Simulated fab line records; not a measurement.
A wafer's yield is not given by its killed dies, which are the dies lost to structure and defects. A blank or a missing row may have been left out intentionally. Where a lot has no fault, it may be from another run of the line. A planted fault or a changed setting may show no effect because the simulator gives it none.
A lot that was struck, set against a sound lot | flow n5-finfet | 15 out of 1938 route steps
Sound: wafers L850.2, L850.3, L850.5. Struck: wafer L861.2 (left out: L861.6, a lot-mate that was not struck); the cause follows at the end.
Each step with rows lists, per side, the tool, then ch with its chambers, then its first start. Under that, the readings that differ: sound wafers | struck wafers | difference of the means | sigmas: that difference in standard deviations of wafers without a fault.
alike: a reading whose means differ by less than 2 such deviations, as well as words and numbers matching on both sides. not compared: withheld readings; readings where some wafer has no value; bounds like >300 that might hide an equal value; numbers whose values overlap and for which the record gives no deviation.
A row with sigmas, a row that says differs or no value, or rows on one side alone: a step with any of these is where the two part. Numbers that have no deviation but don't overlap get no sigmas and don't part them. Lack of a reading on every wafer of one side parts them only where that side has two or more wafers.

N5_HKMG_FIN_CD_MEAS_12: the cd target is 92.8 nm.
  sound on cd-sem-02 ch 0, day 5 05:01; struck on cd-sem-02 ch 0, day 8 00:10
  alike: cd-nm
N5_HKMG_FIN_OVL_MEAS_13:
  sound on overlay-01 ch 0, day 5 05:03; struck on overlay-01 ch 0, day 8 00:12
  alike: NWFM_OVL
N5_HKMG_FIN_INSPECT_14: inspects for defects (macro).
  sound on defect-inspect-02 at day 5 05:04; struck on defect-inspect-02 at day 8 00:14
  alike: raw-defect-count
N5_HKMG_FIN_DESCUM_17: chemistry O2, time 7.9 s.
  sound on rie-diel-05 ch 0,3, day 5 05:06; struck on rie-diel-05 ch 0, day 8 00:17
  alike: drypump-motor-current-A, oes-product-au, rf-vpp-V, showerhead-plenum-p-Torr, throttle-valve-pct
  not compared: rf-hours-counter-h
N5_HKMG_FIN_ETCH_31: etches SiARC in CF4, target depth 45.5 nm, time 75.8 s.
  sound on rie-diel-05 ch 0,3, day 5 05:08; struck on rie-diel-05 ch 0, day 8 00:19
  alike: drypump-motor-current-A, etch-rf-on-time-s, oes-product-au, rf-vpp-V, showerhead-plenum-p-Torr, throttle-valve-pct
  not compared: rf-hours-counter-h
N5_HKMG_FIN_ETCH_32: etches SOC in N2/H2, target depth 240 nm, time 300 s.
  sound on rie-diel-05 ch 0,3, day 5 05:12; struck on rie-diel-05 ch 0, day 8 00:23
  alike: drypump-motor-current-A, oes-product-au, rf-vpp-V, showerhead-plenum-p-Torr, throttle-valve-pct
  not compared: rf-hours-counter-h
then, 1 step without rows for these wafers: N5_HKMG_FIN_STRIP_33 (strips in N2/H2).
N5_HKMG_FIN_STRIP_34: strips in CF4.
  sound on rie-diel-05 ch 0,3, day 5 05:23; struck on rie-diel-05 ch 0, day 8 00:34
  alike: drypump-motor-current-A, oes-product-au, rf-vpp-V, showerhead-plenum-p-Torr, throttle-valve-pct
  not compared: rf-hours-counter-h
N5_HKMG_FIN_ETCH_35: etches SOC in N2/H2, target depth 215.8 nm, time 243.4 s.
  sound on rie-diel-05 ch 0,3, day 5 05:25; struck on rie-diel-05 ch 0, day 8 00:35
  alike: drypump-motor-current-A, oes-product-au, rf-vpp-V, showerhead-plenum-p-Torr, throttle-valve-pct
  not compared: rf-hours-counter-h
then, 3 steps without rows for these wafers: N5_HKMG_FIN_STRIP_92 (strips SOC in N2/H2, time 20 s); N5_HKMG_FIN_WET_ETCH_18 (etches TiN in SC1, time 55 s, target depth 5.2 nm, rinse time 30 s); N5_HKMG_FIN_STRIP_19 (strips in N2/H2, time 360 s).
N5_HKMG_FIN_ALD_91: deposits TiN, target thk 1 nm, pulse time 1 s, purge time 3 s.
  sound on ald-metal-04 ch 1,2,3, day 5 06:05; struck on ald-metal-04 ch 1, day 8 01:16
  reading    | sound    | struck | difference | sigmas
  ald-cycles | 47 47 47 | 53     | +6         |
  alike: heater-power-w, precursor-pulse-height-rel
then, 1 step without rows for these wafers: N5_HKMG_FIN_COAT_85 (time 60 s, resist thk 300 nm).
-- record jumps: 9 days separate the struck wafers' starts on either side; left off in module HKMG_FIN, taken up again in module PASSIVATION, whose first shown step is the route's number 1936 --
N5_PASSIVATION_PROBE_49:
  the record has rows for the struck wafers here (prober-01, day 17 01:45) and none for the sound ones

## WHERE THEY PART
Only at N5_PASSIVATION_PROBE_49, as far as this record shows.

WHY: the cause the simulator had injected
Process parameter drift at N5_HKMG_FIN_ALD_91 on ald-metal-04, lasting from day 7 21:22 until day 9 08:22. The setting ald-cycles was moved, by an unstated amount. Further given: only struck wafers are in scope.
